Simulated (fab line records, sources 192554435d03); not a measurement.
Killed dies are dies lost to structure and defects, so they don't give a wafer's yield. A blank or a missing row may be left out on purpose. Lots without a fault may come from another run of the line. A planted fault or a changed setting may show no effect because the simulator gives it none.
One fault seen from 3 desks | flow n5_finfet | each desk has only its own numbers; what lay behind them comes last

THE TOOL OWNER'S DESK: euv_scanner-01
The tool's own readings at N5_GATE_CUT_EXPOSE_10 (exposes mask GATE CUT, target cd 20 nm): means of the sampled wafers that have a number, for each lot that ran on this tool. A lot is out of limits, marked OUT, if its mean lies more than 4 standard deviations from the usual mean; the brackets give that distance.
Columns: A = exposure_dose_mJ_cm2 at N5_GATE_CUT_EXPOSE_10, usual 43.43
lot  | first seen here | A
L622 | day 5 17:22     | 43.26
L625 | day 6 10:49     | 43.22
L630 | day 7 18:30     | 43.28
L638 | day 9 22:46     | 43.26
L639 | day 10 01:10    | 43.27
This desk's finding: nothing out of limits on any of the 5 lots.

THE METROLOGY DESK
What the gauges read, lot by lot, whatever tool the lot ran on: means of the sampled wafers that have a number. A lot is out of limits, marked OUT, if its mean lies more than 4 standard deviations from the usual mean; the brackets give that distance. Of its 11 readings 7 are shown: the one that was out of limits first, and those that lie furthest out on some lot.
Columns: A = GATE_CUT_OVL at N5_GATE_CUT_OVL_MEAS_14, usual -0.5 nm; B = DIBL_P at N5_BEOL_M4_RC_MEAS_101, usual 37.3 mV/V; C = IOFF_N at N5_BEOL_M4_RC_MEAS_101, usual 0.16 nA/um; D = IOFF_P at N5_BEOL_M4_RC_MEAS_101, usual 0.22 nA/um; E = ION_N at N5_BEOL_M4_RC_MEAS_101, usual 673 uA/um; F = SS_P at N5_BEOL_M4_RC_MEAS_101, usual 73.4 mV/dec; G = VT_N at N5_BEOL_M4_RC_MEAS_101, usual 250 mV
lot  | first seen here | A              | B    | C    | D    | E   | F    | G
L619 | day 5 05:50     | 0.1            | 40.4 | 0.21 | 0.29 | 687 | 73.6 | 248
L622 | day 5 17:31     | -0.6           | 34.3 | 0.15 | 0.18 | 670 | 72.8 | 251
L623 | day 5 23:37     | -0.0           | 38.4 | 0.17 | 0.25 | 668 | 73.5 | 248
L625 | day 6 10:58     | -0.6           | 36.3 | 0.14 | 0.19 | 659 | 73.0 | 254
L626 | day 6 17:34     | 0.1            | 42.4 | 0.24 | 0.28 | 693 | 75.0 | 244
L630 | day 7 18:40     | -0.2           | 38.2 | 0.19 | 0.25 | 685 | 73.8 | 245
L638 | day 9 22:56     | 5.6 (+9.5) OUT | 38.0 | 0.15 | 0.22 | 671 | 73.4 | 252
L639 | day 10 01:20    | 5.4 (+9.2) OUT | 38.9 | 0.17 | 0.23 | 668 | 74.0 | 253
L640 | day 10 10:20    | -1.0           | 36.8 | 0.14 | 0.20 | 662 | 73.2 | 253
This desk's finding: out of limits on L638, L639; first on L638, day 9 22:56 (GATE_CUT_OVL at N5_GATE_CUT_OVL_MEAS_14). In limits: L619, L622, L623, L625, L626, L630, L640.

THE DEFECT DESK
What the inspections along the route counted, lot by lot: means of the sampled wafers that have a number. A lot is out of limits, marked OUT, if its mean lies more than 4 standard deviations from the usual mean; the brackets give that distance.
Columns: A = raw_defect_count at N5_HKMG_FIN_INSPECT_28, usual 37
lot  | first seen here | A
L619 | day 5 01:47     | 40
L622 | day 5 13:47     | 43
L623 | day 5 19:35     | 36
L625 | day 6 07:13     | 37
L626 | day 6 13:34     | 23
L630 | day 7 14:23     | 16
L638 | day 9 18:54     | 24
L639 | day 9 21:41     | 42
L640 | day 10 06:33    | 38
This desk's finding: nothing out of limits on any of the 9 lots.

PUT TOGETHER
The metrology desk could have raised an alarm at day 9 22:56, on L638, L639.
The tool owner's desk saw nothing out of limits.
The defect desk saw nothing out of limits.
The tool owner's desk has L638, L639 on record, within its limits.
The defect desk has L638, L639 on record, within its limits.
Of the lots named, all ran N5_GATE_CUT_EXPOSE_10 on euv_scanner-01.

WHAT THE SIMULATOR HAD PUT IN
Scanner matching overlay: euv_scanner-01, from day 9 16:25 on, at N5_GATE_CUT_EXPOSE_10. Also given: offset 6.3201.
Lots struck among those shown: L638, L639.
Hours from the fault's start to each desk's first reading out of limits: the metrology desk, 7.
